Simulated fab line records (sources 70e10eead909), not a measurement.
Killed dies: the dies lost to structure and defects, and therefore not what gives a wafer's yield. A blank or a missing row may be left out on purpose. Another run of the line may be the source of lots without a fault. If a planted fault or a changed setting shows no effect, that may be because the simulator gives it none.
A lot that was struck, set against a sound lot || flow nand_harc || 15 steps out of a route of 1159
Sound: these wafers, L368.3, L368.4, L368.6. Struck: wafers L377.1, L377.3 (left out: L377.6, a lot-mate that was not struck); the cause follows at the end.
Order at every step that has rows: each side's tool, ch and its chambers, its first start. Under that, the readings that differ: sound wafers || struck wafers || difference of the means || sigmas: that difference in standard deviations of wafers without a fault.
alike: words and numbers the same on both sides, and readings whose means are apart by under 2 such deviations; not compared: readings that were withheld, readings missing a value for some wafer, numbers with overlapping values and no deviation given by the record, and bounds like >300 which may hide the same value.
A row with sigmas, a row that says differs or no value, or rows on one side alone: a step with any of these is where the two part. Non-overlapping numbers with no deviation appear without sigmas and do not part them. A reading missing from all wafers of one side parts the sides only when that side holds two or more wafers.

first, 1 step without rows for these wafers: NHARC_A_ONON_D1_DEP_06 (target thk 1000 nm).
NHARC_A_ONON_D1_THK_MEAS_08: measures by ellipsometry.
  sound on film_metro-02, day 9 16:26; struck on film_metro-01, day 11 23:22
  alike: thk_nm
then, 1 step without rows for these wafers: NHARC_A_ONON_D1_DEP_09 (target thk 1000 nm).
NHARC_A_ONON_D1_THK_MEAS_11: measures by ellipsometry.
  sound on film_metro-01, day 9 16:59; struck on film_metro-01, day 11 23:56
  alike: thk_nm
then, 1 step without rows for these wafers: NHARC_A_ONON_D1_DEP_12 (target thk 1000 nm).
NHARC_A_ONON_D1_THK_MEAS_14: measures by ellipsometry.
  sound on film_metro-02, day 9 17:34; struck on film_metro-02, day 12 00:29
  alike: thk_nm
then, 2 steps without rows for these wafers: NHARC_A_ONON_D1_ANNEAL_15 (time 3600 s); NHARC_A_ONON_D1_DEP_16 (target thk 1000 nm).
NHARC_A_ONON_D1_THK_MEAS_18: measures by ellipsometry.
  sound on film_metro-02, day 10 00:45; struck on film_metro-02, day 12 08:26
{"reading": "thk_nm (nm)", "sound": "1009 1008 1008", "struck": "985 985", "difference": -23, "sigmas": -2}
then, 1 step without rows for these wafers: NHARC_A_ONON_D1_DEP_19 (target thk 1000 nm).
NHARC_A_ONON_D1_THK_MEAS_21: measures by ellipsometry.
  sound on film_metro-02, day 10 01:19; struck on film_metro-02, day 12 09:01
  alike: thk_nm
NHARC_A_ONON_D1_DEP_22: target thk 1000 nm.
  sound on pecvd_onon-03 ch 0, day 10 01:29; struck on pecvd_onon-02 ch 0, day 12 09:04
NHARC_A_ONON_D1_THK_MEAS_24: measures by ellipsometry.
  sound on film_metro-01, day 10 01:53; struck on film_metro-02, day 12 09:35
{"reading": "thk_nm (nm)", "sound": "1007 1007 1008", "struck": "1867 1867", "difference": "+860", "sigmas": "+99 or more"}
then, 1 step without rows for these wafers: NHARC_A_ONON_D1_DEP_25 (target thk 1000 nm).
-- break in the record here, with 11 days between the starts of the struck wafers on either side (left off in module A_ONON_D1, picked up again in module END, where the first step shown is number 1159 on the route) --
NHARC_END_SORT_01:
  sound on prober-02 ch 0, day 21 12:02; struck on prober-02 ch 0, day 23 03:46
{"reading": "killed_at_array", "sound": "19 9 12", "struck": "666 672", "difference": "+656", "sigmas": "+60"}
{"reading": "killed_at_periphery", "sound": "3 3 2", "struck": "11 5", "difference": "+5", "sigmas": "+2"}
{"reading": "killed_dies", "sound": "22 12 16", "struck": "677 677", "difference": "+660", "sigmas": "+60"}
  alike: killed_at_other, killed_open, killed_short

## WHERE THEY PART
Earliest at NHARC_A_ONON_D1_THK_MEAS_18; latest, in this record, at NHARC_END_SORT_01.

WHY: whatever the simulator had introduced
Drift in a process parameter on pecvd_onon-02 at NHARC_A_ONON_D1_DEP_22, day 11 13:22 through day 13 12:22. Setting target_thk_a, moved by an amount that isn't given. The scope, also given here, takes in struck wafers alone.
